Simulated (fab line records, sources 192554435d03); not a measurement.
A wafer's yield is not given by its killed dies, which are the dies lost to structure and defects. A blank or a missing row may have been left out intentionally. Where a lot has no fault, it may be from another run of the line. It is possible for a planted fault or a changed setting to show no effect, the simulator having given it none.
fab line records -- flow n5-finfet
record lots=6, wafers=18, last-day=17
route steps=1938 shown BEOL_M1@788 BEOL_M4@1111 PASSIVATION@1936
lots that met no fault: from a run of the same line without faults
start-h: start of the lot's first displayed wafer, in hours after the record's first day -- wait-h: hours elapsed since this lot's preceding step -- " repeats the value in the row above -- L1.1+2: a single row standing in for several wafers -- - no value present, or no start provided -- * or withheld: withheld -- < > ~ a bound
route shown NAME@n: a module of which the file shows steps, and the number in the route of the first -- usual: mean/standard deviation of fault-free wafers -- same: alike in all rows -- chamber/n: place in a boat -- sites: the reading at each site -- _std_site: the standard deviation of these -- _edge_site: the outer-site mean with the inner-site mean subtracted -- radius-mm: for every site, how far away it sits from the centre of the wafer -- mask NAME#n: copy n -- behind: tool/chamber where the wafer was last shaped -- hold: the reason the lot was held/the length of the hold in hours/how it ended -- device: the n, p or np transistor that did not switch -- end of line: tests of these same wafers at the route's end -- a step without rows: its recipe alone -- killed: dies lost to structure and defects at the first sort, not the wafer's yield -- map: per-die view of a wafer (x killed, . not killed, _ where there is no die)
set.NAME: the setting the step ran with; set.NAME@STEP: the setting that earlier step ran with -- model.NAME: the simulator's own value behind a step, which no gauge read
lots at selected steps of the route; one table per step, one row per wafer
services: a tool's chamber out of use, with start hour (start-h, from the record's first day; less than 0 if before it), hours out, and reason
## steps
# step N5_BEOL_M1_INSPECT_30
# recipe mode=adi, inspect-instrument=brightfield
# usual raw-defect-count=413/94
lot.wafer,tool,chamber,start-h,wait-h,raw-defect-count
L124.2,defect-inspect-01,-,146.45,0.0,557
L124.4,defect-inspect-01,-,146.45,0.0,447
L124.6,defect-inspect-01,-,146.45,0.0,430
L127.2,defect-inspect-02,-,168.01,0.0,246
L127.4,defect-inspect-02,-,168.01,0.0,287
L127.6,defect-inspect-02,-,168.01,0.0,231
L137.1,defect-inspect-02,-,219.47,0.1,379
L137.5,defect-inspect-02,-,219.47,0.1,423
L137.6,defect-inspect-02,-,219.47,0.1,427
L138.3,defect-inspect-01,-,227.94,0.0,370
L138.5,defect-inspect-01,-,227.94,0.0,313
L138.6,defect-inspect-01,-,227.94,0.0,279
L142.1,defect-inspect-02,-,250.35,0.1,568
L142.5,defect-inspect-02,-,250.35,0.1,593
L142.6,defect-inspect-02,-,250.35,0.1,483
L143.1,defect-inspect-02,-,256.59,0.1,436
L143.5,defect-inspect-02,-,256.59,0.1,362
L143.6,defect-inspect-02,-,256.59,0.1,402
# step N5_BEOL_M1_DESCUM_33
# recipe chemistry=O2, time-s=7, source-power-w=50, bias-power-w=20, pressure-mtorr=20, rf-frequency-hz=2.712e+07, temp-c=40, resist=CAR-EUV, o2-flow-sccm=225
# step N5_BEOL_M1_ETCH_77
# recipe chemistry=N2/H2, target=underlayer, target-depth-a=65, mask-material=CAR-EUV, time-s=5.2, ion-energy-ev=200, pressure-mtorr=30, source-w=840, bias-w=150, n2-flow-sccm=200, h2-flow-sccm=200, ends=cleared
# usual bias-w=150.0/0.46, drypump-motor-current-A=6.0/0.46, etch-rf-on-time-s=5.19/0.09, oes-product-au=0.66/0.067, rf-vpp-V=522.8/2.4, showerhead-plenum-p-Torr=2.51/0.079, throttle-valve-pct=17.95/0.15
lot.wafer,tool,chamber,start-h,wait-h,bias-w,drypump-motor-current-A,etch-rf-on-time-s,oes-product-au,rf-hours-counter-h,rf-vpp-V,showerhead-plenum-p-Torr,throttle-valve-pct
L124.2,rie-diel-01,3,146.52,0.0,150.7,5.9,5.09,0.64,166,524.2,2.53,17.84
L124.4,rie-diel-01,0,146.52,0.0,149.1,5.9,5.23,0.67,120,524.2,2.56,17.93
L124.6,rie-diel-01,2,146.52,0.0,150.8,5.5,5.30,0.58,-,525.2,2.60,18.44
L127.2,rie-diel-03,3,168.17,0.0,149.4,5.6,5.11,0.72,46,527.2,2.70,17.36
L127.4,rie-diel-03,0,168.17,0.0,150.3,5.8,5.18,0.71,64,523.8,2.58,18.09
L127.6,rie-diel-03,2,168.17,0.0,150.1,5.9,5.13,0.60,-,523.0,2.53,18.21
L137.1,rie-diel-01,3,219.59,0.0,150.6,6.0,5.11,0.62,193,524.0,2.52,17.86
L137.5,rie-diel-01,1,219.59,0.0,150.1,6.3,5.08,0.75,-,520.2,2.47,17.93
L137.6,rie-diel-01,2,219.59,0.0,150.7,5.5,5.13,0.82,-,525.6,2.60,18.03
L138.3,rie-diel-02,1,228.01,0.0,149.9,5.9,5.17,0.67,113,523.3,2.46,17.89
L138.5,rie-diel-02,2,228.01,0.0,149.0,6.7,5.28,0.59,-,520.1,2.40,18.03
L138.6,rie-diel-02,1,228.01,0.0,149.7,5.9,5.09,0.67,-,518.7,2.46,17.90
L142.1,rie-diel-03,1,250.42,0.0,150.1,6.2,5.27,0.65,150,517.0,2.34,17.84
L142.5,rie-diel-03,1,250.42,0.0,150.5,6.2,5.17,0.65,-,517.3,2.34,17.88
L142.6,rie-diel-03,2,250.42,0.0,150.4,5.9,5.14,0.59,-,523.9,2.52,18.27
L143.1,rie-diel-03,0,256.66,0.0,149.7,5.8,5.27,0.68,89,523.2,2.57,18.15
L143.5,rie-diel-03,2,256.66,0.0,148.9,6.0,5.24,0.58,-,522.0,2.51,18.29
L143.6,rie-diel-03,3,256.66,0.0,150.4,5.6,5.19,0.69,-,525.0,2.69,17.40
# step N5_BEOL_M1_ETCH_69
# recipe chemistry=CF4, target=SiARC, target-depth-a=156, mask-material=CAR-EUV, time-s=26, ion-energy-ev=80, pressure-mtorr=40, source-w=545, bias-w=36, Ar_flow_sccm=100, cf4-flow-sccm=100, ends=cleared
# usual bias-w=35.99/0.12, cf4-flow-sccm=99.97/0.28, drypump-motor-current-A=6.0/0.46, etch-rf-on-time-s=26.0/0.47, oes-product-au=0.66/0.068, rf-vpp-V=183.8/1.2, showerhead-plenum-p-Torr=2.11/0.065, throttle-valve-pct=15.70/0.15
lot.wafer,tool,chamber,start-h,wait-h,bias-w,cf4-flow-sccm,drypump-motor-current-A,etch-rf-on-time-s,oes-product-au,rf-hours-counter-h,rf-vpp-V,showerhead-plenum-p-Torr,throttle-valve-pct
L124.2,rie-diel-01,3,146.54,0.0,36.06,100.12,6.0,25.8,0.64,166,183.4,2.14,15.69
L124.4,rie-diel-01,0,146.54,0.0,35.95,100.11,5.9,26.0,0.67,120,184.0,2.15,15.67
L124.6,rie-diel-01,2,146.54,0.0,35.96,99.79,5.5,26.7,0.58,-,185.2,2.19,16.13
L127.2,rie-diel-03,3,168.19,0.0,35.84,99.50,5.6,25.7,0.72,46,186.7,2.26,15.13
L127.4,rie-diel-03,0,168.19,0.0,35.94,100.17,5.8,25.8,0.71,64,183.2,2.17,15.69
L127.6,rie-diel-03,2,168.19,0.0,35.98,99.73,5.9,25.9,0.60,-,182.5,2.12,15.95
L137.1,rie-diel-01,3,219.61,0.0,36.05,99.64,6.0,25.9,0.62,193,183.5,2.13,15.75
L137.5,rie-diel-01,1,219.61,0.0,35.87,99.79,6.3,25.6,0.75,-,183.8,2.09,15.74
L137.6,rie-diel-01,2,219.61,0.0,36.15,100.10,5.5,26.3,0.82,-,185.4,2.19,15.64
L138.3,rie-diel-02,1,228.03,0.0,35.85,100.31,5.9,25.9,0.67,113,183.8,2.07,15.58
L138.5,rie-diel-02,2,228.03,0.0,35.97,99.99,6.7,26.8,0.58,-,182.8,2.03,15.83
L138.6,rie-diel-02,1,228.03,0.0,35.82,100.07,5.9,25.4,0.68,-,184.7,2.07,15.59
L142.1,rie-diel-03,1,250.44,0.0,35.88,99.73,6.2,26.3,0.65,150,180.7,1.97,15.61
L142.5,rie-diel-03,1,250.44,0.0,35.96,99.97,6.2,26.5,0.64,-,181.0,1.97,15.59
L142.6,rie-diel-03,2,250.44,0.0,35.94,99.34,5.9,26.5,0.58,-,185.0,2.11,16.00
L143.1,rie-diel-03,0,256.67,0.0,35.98,99.76,5.8,26.4,0.67,89,184.0,2.16,15.76
L143.5,rie-diel-03,2,256.67,0.0,36.02,99.93,5.9,26.4,0.59,-,182.2,2.11,15.99
L143.6,rie-diel-03,3,256.67,0.0,35.99,100.51,5.6,25.9,0.69,-,185.2,2.26,15.18
# step N5_BEOL_M1_ALD_98
# recipe material=SiO2, target-thk-a=25, temp-c=100, ald-precursor-family=BDEAS, ald-co-reactant=O2-plasma, pulse-time-s=1, co-reactant-pulse-time-s=1, purge-time-s=2, co-reactant-purge-time-s=2, ald-cycles=17, pressure-torr=2
# step N5_BEOL_M1_ETCHBACK_99
# recipe chemistry=CHF3, target=SiO2, target-depth-a=50, time-s=10.4, source-w=215, bias-w=47, Ar_flow_sccm=200, CHF3_flow_sccm=12, ion-energy-ev=100, pressure-mtorr=30
# usual drypump-motor-current-A=6.0/0.33, oes-product-au=0.78/0.069, rf-vpp-V=241.4/2.8, showerhead-plenum-p-Torr=2.13/0.087, throttle-valve-pct=17.12/0.25
# same time-s=10.4
lot.wafer,tool,chamber,start-h,wait-h,drypump-motor-current-A,oes-product-au,rf-hours-counter-h,rf-vpp-V,showerhead-plenum-p-Torr,throttle-valve-pct
L124.2,rie-diel-01,0,147.22,0.4,5.9,0.78,120,236.8,2.16,17.10
L124.4,rie-diel-01,3,147.22,0.4,6.0,0.74,166,236.8,2.15,17.16
L124.6,rie-diel-01,3,147.22,0.4,6.0,0.74,-,236.9,2.15,17.13
L127.2,rie-diel-03,2,168.52,0.2,5.9,0.71,213,243.8,2.14,17.43
L127.4,rie-diel-03,1,168.52,0.2,6.2,0.77,125,239.9,1.98,16.97
L127.6,rie-diel-03,0,168.52,0.2,5.9,0.83,-,242.5,2.17,17.15
L137.1,rie-diel-03,2,227.09,7.3,5.9,0.68,231,243.9,2.13,17.49
L137.5,rie-diel-03,3,227.09,7.3,5.6,0.82,-,244.4,2.27,16.61
L137.6,rie-diel-03,2,227.09,7.3,5.9,0.69,-,243.2,2.13,17.51
L138.3,rie-diel-03,3,231.96,3.8,5.6,0.82,64,245.5,2.27,16.62
L138.5,rie-diel-03,1,231.96,3.8,6.2,0.76,-,239.5,1.98,17.03
L138.6,rie-diel-03,2,231.96,3.8,5.9,0.69,-,244.4,2.13,17.48
L142.1,rie-diel-01,0,251.56,1.0,5.9,0.76,155,238.2,2.15,17.15
L142.5,rie-diel-01,2,251.56,1.0,5.5,0.93,-,244.8,2.19,17.09
L142.6,rie-diel-01,1,251.56,1.0,6.3,0.87,-,238.5,2.09,17.18
L143.1,rie-diel-02,2,257.77,0.9,6.7,0.69,241,242.0,2.03,17.29
L143.5,rie-diel-02,3,257.77,0.9,5.3,0.80,-,240.1,2.08,17.19
L143.6,rie-diel-02,0,257.77,0.9,6.5,0.66,-,243.0,2.21,17.22
# step N5_BEOL_M1_ETCH_70
# recipe chemistry=N2/H2, target=SOC, target-depth-a=800, overetch-a=160, mask-material=SiARC, temp-c=40, time-s=120, ion-energy-ev=200, pressure-mtorr=30, source-w=840, bias-w=150, n2-flow-sccm=200, h2-flow-sccm=200
# usual bias-w=150.0/0.47, drypump-motor-current-A=6.0/0.34, oes-product-au=0.60/0.049, rf-vpp-V=523.4/2.9, showerhead-plenum-p-Torr=2.52/0.1, throttle-valve-pct=17.88/0.25
# same time-s=120
lot.wafer,tool,chamber,start-h,wait-h,bias-w,drypump-motor-current-A,oes-product-au,rf-hours-counter-h,rf-vpp-V,showerhead-plenum-p-Torr,throttle-valve-pct
L124.2,rie-diel-01,0,147.26,0.0,150.4,5.9,0.60,120,524.8,2.56,17.87
L124.4,rie-diel-01,3,147.26,0.0,150.3,6.0,0.57,166,524.2,2.53,17.80
L124.6,rie-diel-01,3,147.26,0.0,149.4,6.0,0.57,-,523.3,2.53,17.81
L127.2,rie-diel-03,2,168.56,0.0,149.9,5.9,0.54,213,522.4,2.53,18.17
L127.4,rie-diel-03,1,168.56,0.0,149.8,6.2,0.60,125,519.4,2.35,17.79
L127.6,rie-diel-03,0,168.56,0.0,150.0,5.8,0.63,-,525.6,2.58,18.04
L137.1,rie-diel-03,2,227.12,0.0,149.6,5.9,0.53,231,522.5,2.52,18.20
L137.5,rie-diel-03,3,227.12,0.0,149.8,5.6,0.62,-,527.0,2.69,17.34
L137.6,rie-diel-03,2,227.12,0.0,149.5,5.9,0.53,-,523.3,2.52,18.18
L138.3,rie-diel-03,3,232.00,0.0,150.1,5.6,0.64,64,528.7,2.69,17.36
L138.5,rie-diel-03,1,232.00,0.0,149.9,6.2,0.59,-,518.8,2.34,17.81
L138.6,rie-diel-03,2,232.00,0.0,150.2,5.9,0.53,-,522.8,2.52,18.20
L142.1,rie-diel-01,0,251.59,0.0,150.6,5.9,0.58,155,523.4,2.55,17.93
L142.5,rie-diel-01,2,251.59,0.0,150.6,5.5,0.71,-,526.0,2.59,18.01
L142.6,rie-diel-01,1,251.59,0.0,149.8,6.4,0.65,-,521.2,2.47,17.89
L143.1,rie-diel-02,2,257.80,0.0,149.2,6.7,0.53,241,518.7,2.40,17.99
L143.5,rie-diel-02,3,257.80,0.0,150.0,5.3,0.61,-,522.0,2.46,17.90
L143.6,rie-diel-02,0,257.80,0.0,150.1,6.5,0.52,-,525.4,2.61,17.97
# step N5_BEOL_M1_STRIP_71
# recipe chemistry=N2/H2, temp-c=40, n2-flow-sccm=200, h2-flow-sccm=200, rf-frequency-hz=6e+07
# step N5_BEOL_M1_STRIP_78
# recipe chemistry=N2/H2, temp-c=40, n2-flow-sccm=200, h2-flow-sccm=200, rf-frequency-hz=6e+07
# step N5_BEOL_M1_VIA_ETCH_34
# recipe chemistry=C4F6/O2, target-depth-a=678, mask-material=SOC, pressure-mtorr=15, ion-energy-ev=250, taper-deg=4, time-s=64.4, source-w=350, bias-w=170, Ar_flow_sccm=300, C4F6_flow_sccm=10, O2_flow_sccm=10
# step N5_BEOL_M1_STRIP_83
# recipe chemistry=C4F6/O2, resist=SiARC, rf-frequency-hz=6e+07
# step N5_BEOL_M1_STRIP_36
# recipe chemistry=N2/H2, power-w=450, temp-c=40, pressure-mtorr=20, rf-frequency-hz=6e+07, overash-fraction=0.3, bias-power-w=7, h2-frac=0.5, n2-flow-sccm=200, h2-flow-sccm=200
# usual drypump-motor-current-A=6.0/0.34, oes-product-au=0.78/0.069, rf-vpp-V=58.9/1.3, showerhead-plenum-p-Torr=2.52/0.1, throttle-valve-pct=23.71/0.29
lot.wafer,tool,chamber,start-h,wait-h,drypump-motor-current-A,oes-product-au,rf-hours-counter-h,rf-vpp-V,showerhead-plenum-p-Torr,throttle-valve-pct
L124.2,rie-diel-01,0,147.42,0.0,5.9,0.79,120,60.8,2.56,23.67
L124.4,rie-diel-01,3,147.42,0.0,6.0,0.74,166,61.0,2.52,23.51
L124.6,rie-diel-01,3,147.42,0.0,6.0,0.74,-,59.5,2.52,23.55
L127.2,rie-diel-03,2,168.72,0.0,5.9,0.70,214,59.1,2.52,23.96
L127.4,rie-diel-03,1,168.72,0.0,6.2,0.78,125,57.3,2.35,23.63
L127.6,rie-diel-03,0,168.72,0.0,5.8,0.83,-,58.5,2.57,24.06
L137.1,rie-diel-03,2,227.28,0.0,5.9,0.68,231,58.5,2.51,24.00
L137.5,rie-diel-03,3,227.28,0.0,5.5,0.83,-,58.3,2.69,23.13
L137.6,rie-diel-03,2,227.28,0.0,6.0,0.68,-,59.5,2.51,24.01
L138.3,rie-diel-03,3,232.16,0.0,5.6,0.83,64,61.1,2.69,23.14
L138.5,rie-diel-03,1,232.16,0.0,6.2,0.75,-,58.6,2.34,23.65
L138.6,rie-diel-03,2,232.16,0.0,5.9,0.69,-,60.9,2.51,24.00
L142.1,rie-diel-01,0,251.75,0.0,5.9,0.75,155,60.7,2.54,23.75
L142.5,rie-diel-01,2,251.75,0.0,5.5,0.92,-,59.4,2.59,24.11
L142.6,rie-diel-01,1,251.75,0.0,6.3,0.86,-,55.9,2.47,23.66
L143.1,rie-diel-02,2,257.96,0.0,6.7,0.68,241,57.9,2.39,23.74
L143.5,rie-diel-02,3,257.96,0.0,5.3,0.79,-,58.8,2.46,23.68
L143.6,rie-diel-02,0,257.96,0.0,6.4,0.66,-,58.3,2.60,23.75
# step N5_BEOL_M1_TRENCH_ETCH_37
# recipe chemistry=C4F6/O2, target-depth-a=552.07, target=SiOC, time-s=29, ion-energy-ev=250, pressure-mtorr=30, source-w=355, bias-w=185, Ar_flow_sccm=300, C4F6_flow_sccm=10, O2_flow_sccm=10
# usual bias-w=185.1/0.54, drypump-motor-current-A=6.0/0.34, oes-product-au=0.78/0.069, rf-vpp-V=667/7.4, showerhead-plenum-p-Torr=2.82/0.11, throttle-valve-pct=20.90/0.25
# same time-s=29
lot.wafer,tool,chamber,start-h,wait-h,bias-w,drypump-motor-current-A,oes-product-au,rf-hours-counter-h,rf-vpp-V,showerhead-plenum-p-Torr,throttle-valve-pct,model.etch.depth-nm,model.BEOL_M1.feature-depth-nm
L124.2,rie-diel-01,0,147.46,-,184.8,5.9,0.77,120,656,2.86,20.88,54.19,54.2
L124.4,rie-diel-01,3,147.46,-,184.4,6.0,0.73,166,658,2.84,20.90,54.03,54
L124.6,rie-diel-01,3,147.46,-,184.7,6.0,0.74,-,658,2.84,20.92,54.78,54.8
L127.2,rie-diel-03,2,168.76,-,184.7,5.9,0.70,214,672,2.83,21.23,54.56,54.6
L127.4,rie-diel-03,1,168.76,-,185.2,6.2,0.77,125,660,2.63,20.75,54.02,54
L127.6,rie-diel-03,0,168.76,-,186.1,5.9,0.83,-,672,2.87,20.99,54.76,54.8
L137.1,rie-diel-03,2,227.32,-,184.6,6.0,0.69,231,673,2.82,21.25,54.51,54.6
L137.5,rie-diel-03,3,227.32,-,154.2,5.6,0.80,-,589,3.00,20.38,52.72,52.8
L137.6,rie-diel-03,2,227.32,-,184.9,6.0,0.69,-,673,2.82,21.26,54.7,54.8
L138.3,rie-diel-03,3,232.20,-,154.8,5.6,0.79,64,587,3.00,20.38,52.58,52.6
L138.5,rie-diel-03,1,232.20,-,183.9,6.2,0.76,-,661,2.62,20.77,54.15,54.2
L138.6,rie-diel-03,2,232.20,-,184.8,5.9,0.68,-,673,2.82,21.26,54.13,54.2
L142.1,rie-diel-01,0,251.79,-,184.7,5.9,0.75,155,655,2.84,20.93,54.58,54.6
L142.5,rie-diel-01,2,251.79,-,185.6,5.5,0.93,-,676,2.90,20.95,55.49,55.4
L142.6,rie-diel-01,1,251.79,-,185.4,6.3,0.87,-,660,2.77,20.99,56.24,56.2
L143.1,rie-diel-02,2,258.00,-,185.5,6.8,0.68,241,669,2.69,21.06,53.44,53.4
L143.5,rie-diel-02,3,258.00,-,185.2,5.3,0.80,-,663,2.76,21.00,54.99,55
L143.6,rie-diel-02,0,258.00,-,185.5,6.5,0.66,-,674,2.91,20.94,53.13,53.2
# step N5_BEOL_M1_ETCH_41
# recipe chemistry=CH3F/O2, target=SiCN, target-depth-a=319, taper-deg=2, time-s=57.8, ion-energy-ev=120, mask-material=TiN, pressure-mtorr=30, source-w=395, bias-w=75, Ar_flow_sccm=150, CH3F_flow_sccm=30, O2_flow_sccm=20
# step N5_BEOL_M4_RC_MEAS_101
# usual DIBL_N=35.8/1.5, DIBL_P=35.8/1.7, IOFF_N=0.151/0.022, IOFF_P=0.204/0.027, ION_N=673/8.6, ION_P=462/5.4, SS_N=71.4/0.54, SS_P=73.3/0.56, VT_N=250.5/2.6, VT_P=-251/3.1
lot.wafer,tool,chamber,start-h,wait-h,DIBL_N[mV/V],DIBL_P[mV/V],IOFF_N[nA/um],IOFF_P[nA/um],ION_N[uA/um],ION_P[uA/um],SS_N[mV/dec],SS_P[mV/dec],VT_N[mV],VT_P[mV]
L124.2,prober-02,0,197.12,0.2,36.6,37.4,0.172,0.219,670,461,71.6,72.9,248.4,-249
L124.4,prober-02,0,197.12,0.2,35.1,36.4,0.140,0.197,667,461,71.8,73.1,251.0,-253
L124.6,prober-02,0,197.12,0.2,34.7,36.2,0.134,0.186,675,465,71.7,72.6,248.4,-252
L127.2,prober-01,0,213.19,0.2,34.6,32.8,0.119,0.178,653,450,71.7,72.7,257.2,-251
L127.4,prober-01,0,213.19,0.2,34.5,32.3,0.119,0.169,666,456,71.5,72.4,252.4,-250
L127.6,prober-01,0,213.19,0.2,36.6,34.9,0.143,0.199,664,454,71.8,72.7,255.2,-251
L137.1,prober-02,0,268.75,0.0,35.1,35.6,0.154,0.196,674,458,71.0,73.3,250.6,-251
L137.5,prober-02,0,268.75,0.0,34.8,34.9,0.151,0.184,665,459,70.8,73.3,252.8,-254
L137.6,prober-02,0,268.75,0.0,36.1,36.2,0.182,0.191,682,458,71.7,73.2,245.0,-252
L138.3,prober-01,0,278.07,0.3,35.6,34.3,0.131,0.181,668,462,71.0,72.7,252.2,-252
L138.5,prober-01,0,278.07,0.3,35.3,34.1,0.130,0.174,658,453,70.7,72.9,253.3,-251
L138.6,prober-01,0,278.07,0.3,37.0,36.2,0.151,0.195,661,456,71.8,73.0,251.5,-253
L142.1,prober-01,0,296.84,0.0,33.8,33.9,0.130,0.184,671,465,71.2,73.5,252.7,-252
L142.5,prober-01,0,296.84,0.0,34.7,35.5,0.150,0.209,674,468,71.1,73.5,250.8,-248
L142.6,prober-01,0,296.84,0.0,33.0,33.6,0.123,0.182,676,464,70.5,73.9,251.0,-252
L143.1,prober-02,0,303.88,0.0,37.8,38.2,0.170,0.205,669,462,71.7,73.0,248.0,-255
L143.5,prober-02,0,303.88,0.0,36.2,36.3,0.138,0.181,669,457,71.2,73.0,252.0,-254
L143.6,prober-02,0,303.88,0.0,33.4,32.8,0.105,0.142,665,452,71.3,72.4,254.4,-258
# step N5_PASSIVATION_PROBE_49
# usual defect-limited-yield=91.3/1.4, killed_at_M0_to_M3=33/10, killed_at_M4_up=15/6.1, killed-at-contacts=12/6.7, killed-at-front-end=39/11, killed-at-other=4/3.3, killed-dies=103/16, killed-open=68/12, killed-short=34/7.2, sort_bin_5_function=5.1/0.88, sort_bin_6_memory=3.3/0.67, sort-n-pass=1077/16, sort-yield-pct=91.3/1.4
# same gross-dies=1180, killed-at-back-side=0, sort_bin_4_leakage[%]=0, sort_bin_8_speed[%]=0
lot.wafer,tool,chamber,start-h,wait-h,defect-limited-yield[%],killed_at_M0_to_M3,killed_at_M4_up,killed-at-contacts,killed-at-front-end,killed-at-other,killed-dies,killed-open,killed-short,sort_bin_5_function[%],sort_bin_6_memory[%],sort-n-pass,sort-yield-pct[%]
L124.2,prober-02,-,317.00,0.1,92.2,23,5,13,47,4,92,65,27,4.7,2.9,1088,92.2
L124.4,prober-02,-,317.10,0.2,90.9,32,9,4,55,7,107,71,36,4.7,4.1,1073,90.9
L124.6,prober-02,-,317.20,0.3,92.7,14,13,7,47,5,86,54,32,4.2,2.9,1094,92.7
# killed by level:class
L124.2 FIN_SAQP:geometric-particle:open=14 MOL_CONTACT_COAG:geometric-particle:open=12 FIN_SAQP:geometric-particle:short=10 DUMMY_GATE:geometric-particle:open=8 BEOL_M2:geometric-particle:open=7 BEOL_M1:geometric-particle:open=6 STARTING-WAFER:geometric-particle:open=5 BEOL_M4:geometric-particle:open=3
L124.4 FIN_SAQP:geometric-particle:open=19 BEOL_M1:geometric-particle:open=12 FIN_SAQP:geometric-particle:short=6 SPACER0:geometric-particle:short=4 ILD0:geometric-particle:short=4 STARTING-WAFER:geometric-particle:short=4 BEOL_M0:geometric-particle:open=4 BEOL_M2:geometric-particle:open=4
L124.6 FIN_SAQP:geometric-particle:open=12 FIN_SAQP:geometric-particle:short=9 BEOL_M4:geometric-particle:open=6 DUMMY_GATE:geometric-particle:open=5 GATE_CUT:geometric-particle:short=5 MOL_CONTACT_COAG:geometric-particle:open=5 STI_FIN_REVEAL:geometric-particle:open=4 STARTING-WAFER:geometric-particle:short=4
## services
tool,chamber,start-h,hours,kind
rie-diel-01,2,187.71,-,clean
rie-diel-01,2,187.71,-,consumable-replace:focus-ring
rie-diel-01,2,187.71,28.1,scheduled-down
rie-diel-01,2,187.71,28.1,vent-cycle
rie-diel-01,3,229.61,8.4,repair
rie-diel-03,2,257.83,5.3,repair
## key
first-sign step=N5_BEOL_M1_TRENCH_ETCH_37, reading=bias-w, direction=down, sigmas=56, usual=*, struck=*
effect step=N5_BEOL_M1_TRENCH_ETCH_37, reading=rf-vpp-V, direction=down, sigmas=11, usual=667, struck=588
model-effect step=N5_BEOL_M1_TRENCH_ETCH_37, value=etch.depth-nm, without=55.72, struck=52.65
met-at N5_BEOL_M1_TRENCH_ETCH_37
struck-wafers L137.5,L138.3
fault kind=process-parameter-drift, tool=rie-diel-03, chamber=3, onset-h=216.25, steps=N5_BEOL_M1_TRENCH_ETCH_37, channel=bias-w, offset=*, shape=step, end-h=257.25, acts-in=*, stated=*
